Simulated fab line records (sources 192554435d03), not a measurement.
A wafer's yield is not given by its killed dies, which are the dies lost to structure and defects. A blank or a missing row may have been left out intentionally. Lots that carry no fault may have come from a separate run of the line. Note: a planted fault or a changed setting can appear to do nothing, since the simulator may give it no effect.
The same fault as seen by 2 desks / flow n5_finfet / what lay behind the numbers comes last; until then each desk has only its own

## FOR THE TOOL OWNER'S DESK: litho_track-01
The tool's own readings at N5_BEOL_M6_COAT_59 (time 60 s, resist thk 100 nm): means of the sampled wafers that have a number, for each lot that ran on this tool. The brackets show how far a lot's mean lies from the usual mean; more than 4 standard deviations puts the lot out of limits, marked OUT.
Columns: A = spin_speed_rpm at N5_BEOL_M6_COAT_59, usual 1500.2 rpm
lot=L328; first seen here=day 10 02:15; A=1501.8
lot=L332; first seen here=day 10 14:07; A=1500.3
lot=L330; first seen here=day 10 15:35; A=1500.5
lot=L336; first seen here=day 12 06:58; A=1313.8 (-99 or more) OUT
lot=L338; first seen here=day 13 01:50; A=1315.1 (-99 or more) OUT
lot=L339; first seen here=day 13 19:11; A=1313.8 (-99 or more) OUT
This desk's finding: out of limits on L336, L338, L339; first on L336, day 12 06:58 (spin_speed_rpm at N5_BEOL_M6_COAT_59). Within limits: L328, L332, L330.

## THE DEFECT DESK
Inspection counts along the route, by lot: the mean over sampled wafers that carry a number. The brackets show how far a lot's mean lies from the usual mean; more than 4 standard deviations puts the lot out of limits, marked OUT.
Columns: A = raw_defect_count at N5_BEOL_M5_INSPECT_58, usual 75
lot=L327; first seen here=day 9 05:56; A=58
lot=L328; first seen here=day 10 01:25; A=116
lot=L332; first seen here=day 10 11:32; A=106
lot=L329; first seen here=day 10 11:39; A=74
lot=L330; first seen here=day 10 14:01; A=87
lot=L336; first seen here=day 12 03:50; A=58
lot=L337; first seen here=day 12 22:17; A=68
lot=L338; first seen here=day 13 00:01; A=64
lot=L340; first seen here=day 13 07:37; A=59
lot=L339; first seen here=day 13 16:34; A=68
lot=L344; first seen here=day 14 12:22; A=41
lot=L347; first seen here=day 14 13:20; A=50
lot=L349; first seen here=day 16 05:40; A=82
This desk's verdict: no lot among the 13 shows anything out of limits.

## PUT TOGETHER
At day 12 06:58, on L336, L338, L339, the tool owner's desk was in a position to raise an alarm.
Nothing the defect desk looked at was out of limits.
The defect desk has L336, L338, L339 on record, within its limits.
N5_BEOL_M6_COAT_59 was run on litho_track-01 by each of the lots named.

## WHAT THE SIMULATOR HAD INSERTED
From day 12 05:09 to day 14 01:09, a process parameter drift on litho_track-01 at N5_BEOL_M6_COAT_59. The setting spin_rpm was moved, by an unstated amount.
Shown lots that were struck: L336, L338, L339.
Delay in hours, fault start to first out-of-limits reading, by desk: the tool owner's desk at 2.
